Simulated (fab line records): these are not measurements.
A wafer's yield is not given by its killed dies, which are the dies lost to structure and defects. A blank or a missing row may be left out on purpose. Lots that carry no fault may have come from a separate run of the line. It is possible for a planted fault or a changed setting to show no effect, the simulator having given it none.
Which tool was responsible? | flow nand-harc | 23 lots, 69 wafers sampled, at 6 steps of a route of 1302

## WHAT THE GAUGES READ, wafer by wafer
The record holds no reading of a measuring or inspecting step that can be judged against a usual standard deviation.

## WHICH TOOL RAN EACH LOT (tool, then ch and the chambers of the sampled wafers, then the start)
lot  | NHARC_A_STAIRCASE_TRIM_22                     | NHARC_A_STAIRCASE_TRIM_24                     | NHARC_A_STAIRCASE_TRIM_187         | NHARC_A_STAIRCASE_ETCH_192     | NHARC_A_STAIRCASE_TRIM_200     | NHARC_A_STAIRCASE_ETCH_201
L075 | rie-diel-01 ch 0,2,3, day 16 05:49 or earlier | rie-diel-01 ch 0,1,3, day 16 05:49 or earlier | rie-diel-01 ch 1,2,3, day 16 05:49 | rie-diel-01 ch 0,1,3, no start | rie-diel-01 ch 0,2,3, no start | rie-diel-01 ch 0,1,3, no start
L076 | rie-diel-01 ch 0,2,3, day 16 17:26 or earlier | rie-diel-01 ch 1,2,3, day 16 17:26 or earlier | rie-diel-13 ch 0,1,2, day 16 17:26 | rie-diel-13 ch 0,1,3, no start | rie-diel-04 ch 0,1,3, no start | rie-diel-04 ch 0,1,2, no start
L077 | rie-diel-13 ch 0,1, day 16 23:11 or earlier   | rie-diel-13 ch 0,1, day 16 23:11 or earlier   | rie-diel-04 ch 0,1,2, day 16 23:11 | rie-diel-04 ch 0,1,2, no start | rie-diel-04 ch 0,1,2, no start | rie-diel-04 ch 0,1,2, no start
L078 | rie-diel-01 ch 0,1,3, day 17 12:37 or earlier | rie-diel-01 ch 1,2,3, day 17 12:37 or earlier | rie-diel-13 ch 1,2,3, day 17 12:37 | rie-diel-13 ch 1,2,3, no start | rie-diel-13 ch 0,1,3, no start | rie-diel-13 ch 0,1,3, no start
L080 | rie-diel-04 ch 0,3, day 18 02:38 or earlier   | rie-diel-04 ch 1,2, day 18 02:38 or earlier   | rie-diel-04 ch 1,2,3, day 18 02:38 | rie-diel-04 ch 1,3, no start   | rie-diel-04 ch 0,1,3, no start | rie-diel-04 ch 1,2, no start
L079 | rie-diel-13 ch 1,2, day 18 02:41 or earlier   | rie-diel-13 ch 1,2, day 18 02:41 or earlier   | rie-diel-04 ch 1,2, day 18 02:41   | rie-diel-04 ch 0,3, no start   | rie-diel-01 ch 0,2, no start   | rie-diel-01 ch 0,1, no start
L082 | rie-diel-04 ch 0,2,3, day 19 11:54 or earlier | rie-diel-04 ch 1,3, day 19 11:54 or earlier   | rie-diel-13 ch 0,1, day 19 11:54   | rie-diel-13 ch 0,1, no start   | rie-diel-13 ch 0,2,3, no start | rie-diel-13 ch 2,3, no start
L081 | rie-diel-01 ch 0,2, day 19 09:19 or earlier   | rie-diel-01 ch 0,1,2, day 19 09:19 or earlier | rie-diel-13 ch 0,1,3, day 19 09:19 | rie-diel-13 ch 0,1,2, no start | rie-diel-13 ch 0,1,3, no start | rie-diel-13 ch 0,1,3, no start
L083 | rie-diel-04 ch 0,2,3, day 19 23:51 or earlier | rie-diel-04 ch 0,1,3, day 19 23:51 or earlier | rie-diel-04 ch 2,3, day 19 23:51   | rie-diel-04 ch 0,1, no start   | rie-diel-13 ch 1,2, no start   | rie-diel-13 ch 0,1, no start
L084 | rie-diel-04 ch 0,1,2, day 20 02:14 or earlier | rie-diel-04 ch 0,1,3, day 20 02:14 or earlier | rie-diel-04 ch 0,1,3, day 20 02:14 | rie-diel-04 ch 1,2,3, no start | rie-diel-04 ch 1,2,3, no start | rie-diel-04 ch 0,1,3, no start
L085 | rie-diel-13 ch 0,1,2, day 20 06:42 or earlier | rie-diel-13 ch 0,1,2, day 20 06:42 or earlier | rie-diel-04 ch 1,2,3, day 20 06:42 | rie-diel-04 ch 0,1,3, no start | rie-diel-01 ch 1,3, no start   | rie-diel-01 ch 0,2,3, no start
L086 | rie-diel-01 ch 0,1, day 20 16:39 or earlier   | rie-diel-01 ch 0,2, day 20 16:39 or earlier   | rie-diel-04 ch 1,2,3, day 20 16:39 | rie-diel-04 ch 0,1,2, no start | rie-diel-04 ch 0,1,3, no start | rie-diel-04 ch 0,1, no start
L087 | rie-diel-04 ch 0,3, day 21 17:13 or earlier   | rie-diel-04 ch 0,3, day 21 17:13 or earlier   | rie-diel-01 ch 0,1,3, day 21 17:13 | rie-diel-01 ch 0,1,3, no start | rie-diel-01 ch 0,3, no start   | rie-diel-01 ch 0,2,3, no start
L088 | rie-diel-01 ch 0,1,2, day 21 17:22 or earlier | rie-diel-01 ch 0,1,3, day 21 17:22 or earlier | rie-diel-13 ch 0,1,3, day 21 17:22 | rie-diel-13 ch 0,1,2, no start | rie-diel-13 ch 0,1,3, no start | rie-diel-13 ch 0,1,2, no start
L090 | rie-diel-13 ch 0,2,3, day 22 12:28 or earlier | rie-diel-13 ch 0,2,3, day 22 12:28 or earlier | rie-diel-04 ch 0,2, day 22 12:28   | rie-diel-04 ch 0,3, no start   | rie-diel-04 ch 1,2,3, no start | rie-diel-04 ch 0,2,3, no start
L089 | rie-diel-01 ch 2,3, day 22 14:17 or earlier   | rie-diel-01 ch 0,2,3, day 22 14:17 or earlier | rie-diel-13 ch 0,2,3, day 22 14:17 | rie-diel-13 ch 0,1,3, no start | rie-diel-04 ch 0,2, no start   | rie-diel-04 ch 0,1,3, no start
L091 | rie-diel-13 ch 0,3, day 23 12:28 or earlier   | rie-diel-13 ch 0,1,2, day 23 12:28 or earlier | rie-diel-01 ch 2,3, day 23 12:28   | rie-diel-01 ch 0,3, no start   | rie-diel-04 ch 2,3, no start   | rie-diel-04 ch 0,1,3, no start
L092 | rie-diel-01 ch 1,2,3, day 23 16:00 or earlier | rie-diel-01 ch 0,2,3, day 23 16:00 or earlier | rie-diel-01 ch 1,2, day 23 16:00   | rie-diel-01 ch 0,2,3, no start | rie-diel-13 ch 0,1,2, no start | rie-diel-13 ch 1,2, no start
L094 | rie-diel-13 ch 0,1,2, day 24 08:07 or earlier | rie-diel-13 ch 0,1,2, day 24 08:07 or earlier | rie-diel-04 ch 2,3, day 24 08:07   | rie-diel-04 ch 0,3, no start   | rie-diel-04 ch 0,3, no start   | rie-diel-04 ch 1,2,3, no start
L093 | rie-diel-01 ch 0,1, day 24 08:17 or earlier   | rie-diel-01 ch 0,1, day 24 08:17 or earlier   | rie-diel-13 ch 2,3, day 24 08:17   | rie-diel-13 ch 0,2, no start   | rie-diel-13 ch 1,2,3, no start | rie-diel-13 ch 0,2, no start
L095 | rie-diel-04 ch 0,1,2, day 24 19:38 or earlier | rie-diel-04 ch 0,1,2, day 24 19:38 or earlier | rie-diel-01 ch 0,1,2, day 24 19:38 | rie-diel-01 ch 0,1,2, no start | rie-diel-01 ch 0,2,3, no start | rie-diel-01 ch 1,2,3, no start
L096 | rie-diel-04 ch 1,2,3, day 25 05:24 or earlier | rie-diel-04 ch 0,1, day 25 05:24 or earlier   | rie-diel-13 ch 0,1,2, day 25 05:24 | rie-diel-13 ch 0,1,2, no start | rie-diel-04 ch 1,2,3, no start | rie-diel-04 ch 0,1,2, no start
L097 | rie-diel-13 ch 0,2, day 25 05:38 or earlier   | rie-diel-13 ch 0,1,3, day 25 05:38 or earlier | rie-diel-13 ch 1,3, day 25 05:38   | rie-diel-13 ch 2,3, no start   | rie-diel-01 ch 0,1,3, no start | rie-diel-01 ch 0,2,3, no start
- NHARC_A_STAIRCASE_TRIM_22: chemistry O2, time 211.2 s.
- NHARC_A_STAIRCASE_TRIM_24: chemistry O2, time 211.2 s.
- NHARC_A_STAIRCASE_TRIM_187: chemistry O2, time 211.2 s.
- NHARC_A_STAIRCASE_ETCH_192: etches the open film in C4F8/O2, target depth 100 nm, time 40.5 s.
- NHARC_A_STAIRCASE_TRIM_200: chemistry O2, time 211.2 s.
- NHARC_A_STAIRCASE_ETCH_201: etches the open film in C4F8/O2, target depth 100 nm, time 40.5 s.

## WHAT THE TOOLS THEMSELVES READ (means of the sampled wafers that have a number; where no wafer has one, the mark that the record gives instead)
NHARC_A_STAIRCASE_TRIM_22. Usual: drypump-motor-current-A 5.8 A, standard deviation 0.45; oes-product-au 1.001 a.u., standard deviation 0.011; rf-vpp-V 58.0 V, standard deviation 0.89; showerhead-plenum-p-Torr 3.60 Torr, standard deviation 0.15; throttle-valve-pct 17.036 %, standard deviation 0.0089.
lot  | tool        | drypump-motor-current-A (A) | oes-product-au (a.u.) | rf-vpp-V (V) | showerhead-plenum-p-Torr (Torr) | throttle-valve-pct (%) | flag
L075 | rie-diel-01 | 5.6                         | 1.014                 | 58.3         | 3.60                            | 17.039                 |
L076 | rie-diel-01 | 5.7                         | 1.004                 | 57.9         | 3.60                            | 17.036                 |
L077 | rie-diel-13 | 6.1                         | 0.998                 | 58.8         | 3.76                            | 17.028                 |
L078 | rie-diel-01 | 5.4                         | 0.999                 | 58.5         | 3.65                            | 17.034                 |
L080 | rie-diel-04 | 6.0                         | 0.998                 | 59.0         | 3.70                            | 17.045                 |
L079 | rie-diel-13 | 5.8                         | 0.998                 | 58.1         | 3.53                            | 17.031                 |
L082 | rie-diel-04 | 5.8                         | 0.996                 | 57.7         | 3.57                            | 17.031                 |
L081 | rie-diel-01 | 6.0                         | 1.008                 | 58.5         | 3.55                            | 17.036                 |
L083 | rie-diel-04 | 5.8                         | 1.001                 | 57.8         | 3.57                            | 17.040                 |
L084 | rie-diel-04 | 5.7                         | 1.000                 | 56.8         | 3.44                            | 17.039                 |
L085 | rie-diel-13 | 5.9                         | 0.993                 | 58.4         | 3.63                            | 17.031                 |
L086 | rie-diel-01 | 5.5                         | 1.008                 | 57.9         | 3.65                            | 17.045                 |
L087 | rie-diel-04 | 5.7                         | 0.996                 | 57.7         | 3.61                            | 17.028                 |
L088 | rie-diel-01 | 5.8                         | 0.999                 | 57.9         | 3.59                            | 17.036                 |
L090 | rie-diel-13 | 5.7                         | 0.998                 | 58.2         | 3.62                            | 17.031                 |
L089 | rie-diel-01 | 6.2                         | 1.009                 | 58.3         | 3.48                            | 17.039                 |
L091 | rie-diel-13 | 5.9                         | 1.006                 | 58.4         | 3.75                            | 17.031                 |
L092 | rie-diel-01 | 5.8                         | 1.006                 | 57.7         | 3.53                            | 17.038                 |
L094 | rie-diel-13 | 5.9                         | 0.991                 | 58.8         | 3.62                            | 17.040                 |
L093 | rie-diel-01 | 5.5                         | 0.993                 | 57.8         | 3.63                            | 17.036                 |
L095 | rie-diel-04 | 5.7                         | 1.007                 | 56.9         | 3.43                            | 17.042                 |
L096 | rie-diel-04 | 5.9                         | 1.009                 | 56.8         | 3.49                            | 17.030                 |
L097 | rie-diel-13 | 5.7                         | 0.991                 | 57.8         | 3.59                            | 17.033                 |

NHARC_A_STAIRCASE_TRIM_24. Usual: drypump-motor-current-A 5.8 A, standard deviation 0.45; oes-product-au 1.001 a.u., standard deviation 0.012; rf-vpp-V 58.1 V, standard deviation 0.9; showerhead-plenum-p-Torr 3.60 Torr, standard deviation 0.15; throttle-valve-pct 17.036 %, standard deviation 0.0096.
lot  | tool        | drypump-motor-current-A (A) | oes-product-au (a.u.) | rf-vpp-V (V) | showerhead-plenum-p-Torr (Torr) | throttle-valve-pct (%) | flag
L075 | rie-diel-01 | 5.4                         | 1.004                 | 57.0         | 3.65                            | 17.048                 |
L076 | rie-diel-01 | 5.8                         | 1.007                 | 57.3         | 3.56                            | 17.037                 |
L077 | rie-diel-13 | 6.3                         | 1.003                 | 58.7         | 3.78                            | 17.040                 |
L078 | rie-diel-01 | 5.9                         | 1.000                 | 57.1         | 3.55                            | 17.044                 |
L080 | rie-diel-04 | 5.8                         | 1.012                 | 57.6         | 3.41                            | 17.034                 |
L079 | rie-diel-13 | 5.8                         | 0.985                 | 58.0         | 3.53                            | 17.035                 |
L082 | rie-diel-04 | 6.2                         | 1.009                 | 58.6         | 3.63                            | 17.042                 |
L081 | rie-diel-01 | 5.8                         | 1.008                 | 57.8         | 3.60                            | 17.039                 |
L083 | rie-diel-04 | 6.0                         | 0.999                 | 57.7         | 3.56                            | 17.031                 |
L084 | rie-diel-04 | 5.9                         | 1.007                 | 57.9         | 3.56                            | 17.033                 |
L085 | rie-diel-13 | 5.9                         | 0.991                 | 58.2         | 3.63                            | 17.039                 |
L086 | rie-diel-01 | 5.6                         | 1.011                 | 57.9         | 3.64                            | 17.043                 |
L087 | rie-diel-04 | 6.0                         | 0.990                 | 59.0         | 3.68                            | 17.035                 |
L088 | rie-diel-01 | 5.4                         | 1.004                 | 58.4         | 3.63                            | 17.029                 |
L090 | rie-diel-13 | 5.8                         | 0.989                 | 58.6         | 3.62                            | 17.039                 |
L089 | rie-diel-01 | 5.6                         | 1.010                 | 58.3         | 3.57                            | 17.035                 |
L091 | rie-diel-13 | 5.9                         | 0.997                 | 58.5         | 3.62                            | 17.034                 |
L092 | rie-diel-01 | 5.7                         | 1.012                 | 56.9         | 3.57                            | 17.037                 |
L094 | rie-diel-13 | 6.0                         | 0.988                 | 58.5         | 3.62                            | 17.037                 |
L093 | rie-diel-01 | 5.5                         | 1.009                 | 58.3         | 3.63                            | 17.034                 |
L095 | rie-diel-04 | 5.8                         | 1.009                 | 58.2         | 3.43                            | 17.038                 |
L096 | rie-diel-04 | 5.7                         | 1.010                 | 58.8         | 3.47                            | 17.029                 |
L097 | rie-diel-13 | 6.1                         | 0.996                 | 58.0         | 3.74                            | 17.043                 |

NHARC_A_STAIRCASE_TRIM_187. Usual: drypump-motor-current-A 5.8 A, standard deviation 0.4; oes-product-au 1.000 a.u., standard deviation 0.012; rf-vpp-V 58.0 V, standard deviation 0.96; showerhead-plenum-p-Torr 3.60 Torr, standard deviation 0.16; throttle-valve-pct 17.036 %, standard deviation 0.0097.
lot  | tool        | drypump-motor-current-A (A) | oes-product-au (a.u.) | rf-vpp-V (V) | showerhead-plenum-p-Torr (Torr) | throttle-valve-pct (%) | flag
L075 | rie-diel-01 | 5.8                         | 1.003                 | 57.4         | 3.56                            | 17.042                 |
L076 | rie-diel-13 | 5.9                         | 0.997                 | 57.6         | 3.65                            | 17.033                 |
L077 | rie-diel-04 | 5.7                         | 1.001                 | 57.8         | 3.46                            | 17.032                 |
L078 | rie-diel-13 | 5.9                         | 1.004                 | 58.4         | 3.66                            | 17.036                 |
L080 | rie-diel-04 | 6.0                         | 1.003                 | 59.4         | 3.52                            | 17.048                 |
L079 | rie-diel-04 | 5.8                         | 1.013                 | 58.1         | 3.41                            | 17.030                 |
L082 | rie-diel-13 | 6.1                         | 1.003                 | 58.0         | 3.75                            | 17.044                 |
L081 | rie-diel-13 | 6.1                         | 0.996                 | 58.8         | 3.77                            | 17.035                 |
L083 | rie-diel-04 | 6.0                         | 1.008                 | 58.2         | 3.64                            | 17.033                 |
L084 | rie-diel-04 | 5.9                         | 1.002                 | 58.6         | 3.56                            | 17.043                 |
L085 | rie-diel-04 | 6.0                         | 1.007                 | 56.7         | 3.51                            | 17.037                 |
L086 | rie-diel-04 | 6.0                         | 1.005                 | 56.9         | 3.51                            | 17.031                 |
L087 | rie-diel-01 | 5.4                         | 1.012                 | 57.7         | 3.63                            | 17.035                 |
L088 | rie-diel-13 | 6.1                         | 0.998                 | 58.0         | 3.76                            | 17.051                 |
L090 | rie-diel-04 | 5.6                         | 0.987                 | 58.6         | 3.45                            | 17.039                 |
L089 | rie-diel-13 | 5.8                         | 0.997                 | 58.3         | 3.62                            | 17.035                 |
L091 | rie-diel-01 | 6.1                         | 1.004                 | 57.3         | 3.48                            | 17.037                 |
L092 | rie-diel-01 | 6.0                         | 0.999                 | 58.1         | 3.54                            | 17.037                 |
L094 | rie-diel-04 | 5.8                         | 1.008                 | 57.5         | 3.52                            | 17.037                 |
L093 | rie-diel-13 | 5.6                         | 0.994                 | 57.6         | 3.50                            | 17.030                 |
L095 | rie-diel-01 | 5.8                         | 0.992                 | 58.1         | 3.58                            | 17.043                 |
L096 | rie-diel-13 | 6.0                         | 0.995                 | 57.6         | 3.61                            | 17.043                 |
L097 | rie-diel-13 | 6.1                         | 1.003                 | 58.7         | 3.76                            | 17.036                 |

NHARC_A_STAIRCASE_ETCH_192. Usual: oes-product-au 0.946 a.u., standard deviation 0.018; rf-vpp-V 898 V, standard deviation 5.8.
lot  | tool        | oes-product-au (a.u.) | rf-vpp-V (V) | flag
L075 | rie-diel-01 | 0.952                 | 900          |
L076 | rie-diel-13 | 0.941                 | 905          |
L077 | rie-diel-04 | 0.932                 | 893          |
L078 | rie-diel-13 | 0.943                 | 901          |
L080 | rie-diel-04 | 0.945                 | 900          |
L079 | rie-diel-04 | 0.931                 | 902          |
L082 | rie-diel-13 | 0.958                 | 905          |
L081 | rie-diel-13 | 0.938                 | 899          |
L083 | rie-diel-04 | 0.955                 | 892          |
L084 | rie-diel-04 | 0.957                 | 895          |
L085 | rie-diel-04 | 0.931                 | 897          |
L086 | rie-diel-04 | 0.940                 | 892          |
L087 | rie-diel-01 | 0.949                 | 900          |
L088 | rie-diel-13 | 0.950                 | 899          |
L090 | rie-diel-04 | 0.930                 | 899          |
L089 | rie-diel-13 | 0.945                 | 904          |
L091 | rie-diel-01 | 0.956                 | 899          |
L092 | rie-diel-01 | 0.959                 | 897          |
L094 | rie-diel-04 | 0.950                 | 898          |
L093 | rie-diel-13 | 0.937                 | 894          |
L095 | rie-diel-01 | 0.950                 | 898          |
L096 | rie-diel-13 | 0.928                 | 899          |
L097 | rie-diel-13 | 0.927                 | 900          |

NHARC_A_STAIRCASE_TRIM_200. Usual: drypump-motor-current-A 5.8 A, standard deviation 0.43; oes-product-au 1.001 a.u., standard deviation 0.012; rf-vpp-V 57.9 V, standard deviation 0.88; showerhead-plenum-p-Torr 3.59 Torr, standard deviation 0.16; throttle-valve-pct 17.036 %, standard deviation 0.0098.
lot  | tool        | drypump-motor-current-A (A) | oes-product-au (a.u.) | rf-vpp-V (V) | showerhead-plenum-p-Torr (Torr) | throttle-valve-pct (%) | flag
L075 | rie-diel-01 | 5.7                         | 1.008                 | 57.6         | 3.60                            | 17.035                 |
L076 | rie-diel-04 | 5.9                         | 1.006                 | 58.2         | 3.57                            | 17.039                 |
L077 | rie-diel-04 | 5.7                         | 1.004                 | 58.0         | 3.46                            | 17.038                 |
L078 | rie-diel-13 | 6.1                         | 0.995                 | 58.3         | 3.78                            | 17.039                 |
L080 | rie-diel-04 | 6.0                         | 1.002                 | 56.9         | 3.57                            | 17.029                 |
L079 | rie-diel-01 | 6.0                         | 0.999                 | 57.5         | 3.55                            | 17.049                 |
L082 | rie-diel-13 | 5.7                         | 0.998                 | 58.6         | 3.64                            | 17.033                 |
L081 | rie-diel-13 | 6.1                         | 1.004                 | 57.7         | 3.77                            | 17.031                 |
L083 | rie-diel-13 | 6.1                         | 0.999                 | 57.5         | 3.66                            | 17.038                 |
L084 | rie-diel-04 | 6.0                         | 1.008                 | 58.0         | 3.51                            | 17.045                 |
L085 | rie-diel-01 | 5.5                         | 1.007                 | 58.4         | 3.58                            | 17.034                 |
L086 | rie-diel-04 | 6.0                         | 0.998                 | 58.1         | 3.56                            | 17.037                 |
L087 | rie-diel-01 | 5.3                         | 1.022                 | 57.0         | 3.61                            | 17.034                 |
L088 | rie-diel-13 | 6.1                         | 1.005                 | 58.9         | 3.76                            | 17.037                 |
L090 | rie-diel-04 | 6.0                         | 0.998                 | 57.2         | 3.50                            | 17.043                 |
L089 | rie-diel-04 | 5.5                         | 0.978                 | 57.6         | 3.49                            | 17.035                 |
L091 | rie-diel-04 | 5.8                         | 1.010                 | 58.3         | 3.52                            | 17.035                 |
L092 | rie-diel-13 | 6.0                         | 0.994                 | 58.0         | 3.62                            | 17.049                 |
L094 | rie-diel-04 | 6.0                         | 1.011                 | 57.6         | 3.67                            | 17.031                 |
L093 | rie-diel-13 | 5.9                         | 0.990                 | 57.3         | 3.64                            | 17.026                 |
L095 | rie-diel-01 | 5.7                         | 0.998                 | 57.4         | 3.56                            | 17.041                 |
L096 | rie-diel-04 | 6.0                         | 1.006                 | 58.5         | 3.49                            | 17.032                 |
L097 | rie-diel-01 | 5.4                         | 0.991                 | 57.8         | 3.62                            | 17.039                 |

NHARC_A_STAIRCASE_ETCH_201. Usual: oes-product-au 0.946 a.u., standard deviation 0.013; rf-vpp-V 899 V, standard deviation 5.7.
lot  | tool        | oes-product-au (a.u.) | rf-vpp-V (V) | flag
L075 | rie-diel-01 | 0.945                 | 899          |
L076 | rie-diel-04 | 0.939                 | 894          |
L077 | rie-diel-04 | 0.944                 | 894          |
L078 | rie-diel-13 | 0.949                 | 904          |
L080 | rie-diel-04 | 0.930                 | 891          |
L079 | rie-diel-01 | 0.977                 | 902          |
L082 | rie-diel-13 | 0.945                 | 901          |
L081 | rie-diel-13 | 0.937                 | 904          |
L083 | rie-diel-13 | 0.951                 | 903          |
L084 | rie-diel-04 | 0.947                 | 898          |
L085 | rie-diel-01 | 0.939                 | 898          |
L086 | rie-diel-04 | 0.945                 | 894          |
L087 | rie-diel-01 | 0.950                 | 898          |
L088 | rie-diel-13 | 0.934                 | 900          |
L090 | rie-diel-04 | 0.949                 | 898          |
L089 | rie-diel-04 | 0.957                 | 898          |
L091 | rie-diel-04 | 0.963                 | 897          |
L092 | rie-diel-13 | 0.930                 | 900          |
L094 | rie-diel-04 | 0.959                 | 896          |
L093 | rie-diel-13 | 0.943                 | 898          |
L095 | rie-diel-01 | 0.938                 | 896          |
L096 | rie-diel-04 | 0.963                 | 892          |
L097 | rie-diel-01 | 0.953                 | 897          |

## THE ANSWER, worked out from the rows above alone
Rule: take the mean of a lot's wafers that have a number; if it is more than 3 standard deviations from the usual mean, the lot is off. Also off: a lot with no number at a reading for which 4 or more lots have one. Any other lot the step has rows for is counted as sound. The gauges are gone through in route order, then the tools' own readings, and for those a lot's mean is taken as printed above. At the first step where some lot is off, the reading lying furthest off is the one used; lots without a number count as furthest.
No lot is off on any of the readings shown, so nothing can be concluded from this.

## WHAT THE SIMULATOR PUT IN
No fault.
